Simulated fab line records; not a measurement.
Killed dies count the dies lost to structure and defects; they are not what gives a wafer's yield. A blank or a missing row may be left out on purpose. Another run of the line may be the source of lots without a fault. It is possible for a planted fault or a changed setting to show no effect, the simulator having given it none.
Chamber matching || flow n5Finfet || N5_FIN_CUT_ETCH_20 on rieDiel-04 has 4 sister chambers
The step etches SiARC in CF4, target depth 26 nm, time 43.3 s. 4 wafers are shown with their chamber, then 11 later ones without.

WAFERS PAIRED WITH THEIR CHAMBERS
{"wafer": "L083.4", "chamber": 1, "throttleValvePct (%)": 15.29}
{"wafer": "L086.2", "chamber": 3, "throttleValvePct (%)": 15.53}
{"wafer": "L086.5", "chamber": 2, "throttleValvePct (%)": 15.96}
{"wafer": "L087.2", "chamber": 0, "throttleValvePct (%)": 16.10}

WAFERS WITH NO CHAMBER GIVEN
{"wafer": "L087.4", "throttleValvePct (%)": 15.30}
{"wafer": "L087.6", "throttleValvePct (%)": 15.55}
{"wafer": "L088.2", "throttleValvePct (%)": 15.29}
{"wafer": "L088.3", "throttleValvePct (%)": 16.11}
{"wafer": "L088.5", "throttleValvePct (%)": 15.29}
{"wafer": "L089.2", "throttleValvePct (%)": 15.57}
{"wafer": "L089.4", "throttleValvePct (%)": 15.98}
{"wafer": "L089.6", "throttleValvePct (%)": 15.56}
{"wafer": "L092.2", "throttleValvePct (%)": 15.99}
{"wafer": "L092.5", "throttleValvePct (%)": 16.11}
{"wafer": "L092.6", "throttleValvePct (%)": 15.56}

EACH ONE'S CHAMBER
{"wafer": "L087.4", "from the rows above": 1, "in truth": 1}
{"wafer": "L087.6", "from the rows above": 3, "in truth": 3}
{"wafer": "L088.2", "from the rows above": 1, "in truth": 1}
{"wafer": "L088.3", "from the rows above": 0, "in truth": 0}
{"wafer": "L088.5", "from the rows above": 1, "in truth": 1}
{"wafer": "L089.2", "from the rows above": 3, "in truth": 3}
{"wafer": "L089.4", "from the rows above": 2, "in truth": 2}
{"wafer": "L089.6", "from the rows above": 3, "in truth": 3}
{"wafer": "L092.2", "from the rows above": 2, "in truth": 2}
{"wafer": "L092.5", "from the rows above": 0, "in truth": 0}
{"wafer": "L092.6", "from the rows above": 3, "in truth": 3}
Correct placement for 11 of the 11. Number that these rows cannot place: 0. 0 placed wrongly.
How it was worked out, from the rows above alone: a wafer's distance from a chamber is the root of the sum, over the readings, of the square of ((its reading less the chamber's mean) divided by the reading's scatter). The wafer belongs to the nearest chamber; if the next one is less than 2 further off, it can't be placed. A chamber's mean is the mean of its shown wafers. The scatter: with one shown wafer a chamber, the root of the mean of the squares of how far each hidden wafer lies from its nearest shown one.
